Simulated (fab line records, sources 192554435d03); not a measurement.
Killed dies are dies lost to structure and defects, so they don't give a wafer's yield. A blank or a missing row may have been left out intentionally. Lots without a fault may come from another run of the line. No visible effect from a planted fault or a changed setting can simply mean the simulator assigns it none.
Chamber matching | flow n5Finfet | N5_BEOL_M4_STRIP_36 on rieDiel-06 has 4 sister chambers
The step strips in N2/H2. 20 wafers are shown with their chamber, then 10 later ones without.

EACH WAFER AND ITS CHAMBER
wafer  | chamber | showerheadPlenumPTorr (Torr) | drypumpMotorCurrentA (A) | throttleValvePct (%)
L075.2 | 0       | 2.70                         | 5.57                     | 23.7
L075.3 | 1       | 2.47                         | 5.62                     | 23.7
L075.5 | 0       | 2.70                         | 5.59                     | 23.7
L074.2 | 1       | 2.47                         | 5.62                     | 23.8
L074.3 | 2       | 2.69                         | 5.78                     | 23.1
L074.6 | 0       | 2.70                         | 5.60                     | 23.7
L077.3 | 0       | 2.70                         | 5.61                     | 23.7
L077.5 | 0       | 2.70                         | 5.59                     | 23.7
L077.6 | 2       | 2.69                         | 5.77                     | 23.1
L080.1 | 3       | 2.59                         | 5.27                     | 23.2
L080.2 | 1       | 2.46                         | 5.61                     | 23.8
L080.6 | 3       | 2.59                         | 5.26                     | 23.2
L085.2 | 0       | 2.69                         | 5.59                     | 23.7
L085.3 | 2       | 2.68                         | 5.75                     | 23.1
L085.6 | 2       | 2.68                         | 5.73                     | 23.0
L087.1 | 0       | 2.69                         | 5.61                     | 23.7
L087.2 | 3       | 2.59                         | 5.25                     | 23.2
L087.6 | 0       | 2.69                         | 5.65                     | 23.7
L091.3 | 3       | 2.59                         | 5.25                     | 23.2
L091.4 | 0       | 2.69                         | 5.62                     | 23.7

SIGNATURES (means of the wafers above)
reading               | chamber 0 | chamber 1 | chamber 2 | chamber 3 | scatter within a chamber
showerheadPlenumPTorr | 2.6956    | 2.4667    | 2.6850    | 2.5900    | 0.00493
drypumpMotorCurrentA  | 5.6033    | 5.6167    | 5.7575    | 5.2575    | 0.0194
throttleValvePct      | 23.700    | 23.767    | 23.075    | 23.200    | 0.0298
Rule: distance of a wafer from a chamber = root of the sum over the readings of ((wafer's reading minus chamber's mean) / reading's scatter) squared. If the next closest chamber is less than 2 further off than the closest, the wafer can't be placed; otherwise it belongs to the closest. The scatter: the root of (the sum of the squares of (reading less its chamber's mean) over the shown wafers, divided by (wafers less chambers)).

WAFERS WITH NO CHAMBER GIVEN
wafer  | showerheadPlenumPTorr (Torr) | drypumpMotorCurrentA (A) | throttleValvePct (%)
L091.6 | 2.67                         | 5.79                     | 23.1
L092.4 | 2.67                         | 5.73                     | 23.1
L092.5 | 2.45                         | 5.63                     | 23.8
L092.6 | 2.67                         | 5.75                     | 23.1
L095.1 | 2.58                         | 5.28                     | 23.3
L095.2 | 2.68                         | 5.56                     | 23.8
L095.3 | 2.66                         | 5.75                     | 23.1
L095.4 | 2.45                         | 5.63                     | 23.9
L095.5 | 2.45                         | 5.62                     | 23.8
L095.6 | 2.66                         | 5.76                     | 23.1

WHICH CHAMBER EACH ONE RAN IN
wafer  | from the rows above | in truth
L091.6 | 2                   | 2
L092.4 | 2                   | 2
L092.5 | 1                   | 1
L092.6 | 2                   | 2
L095.1 | 3                   | 3
L095.2 | 0                   | 0
L095.3 | 2                   | 2
L095.4 | 1                   | 1
L095.5 | 1                   | 1
L095.6 | 2                   | 2
Placed correctly: 10 of 10. From these rows, 0 cannot be placed. 0 placed wrongly.
